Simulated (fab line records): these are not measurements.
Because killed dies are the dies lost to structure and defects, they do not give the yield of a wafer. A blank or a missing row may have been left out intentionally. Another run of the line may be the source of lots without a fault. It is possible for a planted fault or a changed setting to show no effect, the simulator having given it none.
Code-filled problem report in 8D (eight disciplines) form | flow n5 finfet | the parts of the form that need people (team, actions taken, sign-off) are left out

## 1. WHAT WENT WRONG
etch rf on time s at N5_BEOL_M2_ETCH_69 reads a mean of 14.8 s on 3 wafers of 2 lots; wafers without a fault read 25.7 s with a standard deviation of 0.6. Measured from the usual mean, that is -18 standard deviations.
The step: etches SiARC in CF4, target depth 15.6 nm, time 26 s.
First seen on wafer L879.1, day 8 19:35, on rie diel-03. The record has a number at this step for 27 wafers belonging to 10 lots. Rule for "out" (also "out of limits"): further than 4 standard deviations from the usual mean. Any other wafer with a number is counted as sound.

## 2. WHAT IT IS, WHAT IT ISN'T
question                    | is                     | is not
which readings at this step | etch rf on time s      | rf fwd power W, showerhead plenum p Torr, throttle valve pct
which lots                  | L879, L881             | L871, L872, L876, L882, L886, L887, L888, L891
which wafers of those lots  | L879.1, L879.5, L881.5 | L881.4
read on which tools         | rie diel-03            | rie diel-01, rie diel-04
when                        | from day 8 19:35       | up to then (9 sound wafers); but 15 sound wafers of L881, L882, L886, L887, L888, L891 came after

## 3. THE SUSPECTS, EACH WITH WHAT RULES IT OUT
Counting: a tool at a process step up to the reading stays a suspect if it ran every lot that is out. Sound lots after the first of them don't rule it out here, since some wafers of a struck lot are sound.
- rie diel-03 at N5_BEOL_M2_ETCH_69 (etches SiARC in CF4, target depth 15.6 nm, time 26 s): kept. Ran every lot that is out, first one L879 (day 8 19:35); last sound lot up to then L876 (day 8 11:11). On those wafers its own readings are out: etch rf on time s.
Remaining after the count: rie diel-03 at N5_BEOL_M2_ETCH_69.

## 4. THE CAUSE (what the simulator had put in)
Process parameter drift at N5_BEOL_M2_ETCH_69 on rie diel-03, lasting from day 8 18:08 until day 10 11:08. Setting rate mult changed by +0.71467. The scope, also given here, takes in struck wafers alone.
After counting, this tool was the only one left.

## 5. THE EFFECT CHAIN, in route order
Each row: a reading whose mean over the struck wafers that have a number lies more than 3 standard deviations from the usual. Only readings whose record carries a usual standard deviation are examined. hours: median over the lots of the time between each lot's start at the first step of this table that gives one and its start at this step. sigmas: the change, counted in usual standard deviations.
hours | step               | reading           | usual     | on struck wafers | change | sigmas
0     | N5_BEOL_M2_ETCH_69 | etch rf on time s | 25.7 s    | 14.8             | -10.9  | -18
0     | N5_BEOL_M2_ETCH_69 | oes product au    | 0.68 a.u. | 1.01             | +0.33  | +4.2
Its process steps:
- N5_BEOL_M2_ETCH_69: etches SiARC in CF4, target depth 15.6 nm, time 26 s.
Later measuring or inspecting steps at which every struck wafer that the step has a row for has a number for every such reading, and none has moved that far: N5_BEOL_M4_RC_MEAS_101.

## 6. WHAT WOULD HAVE CAUGHT IT SOONER
In this record the first reading out of limits was taken at day 8 19:35, 1 hour after the fault began at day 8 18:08.
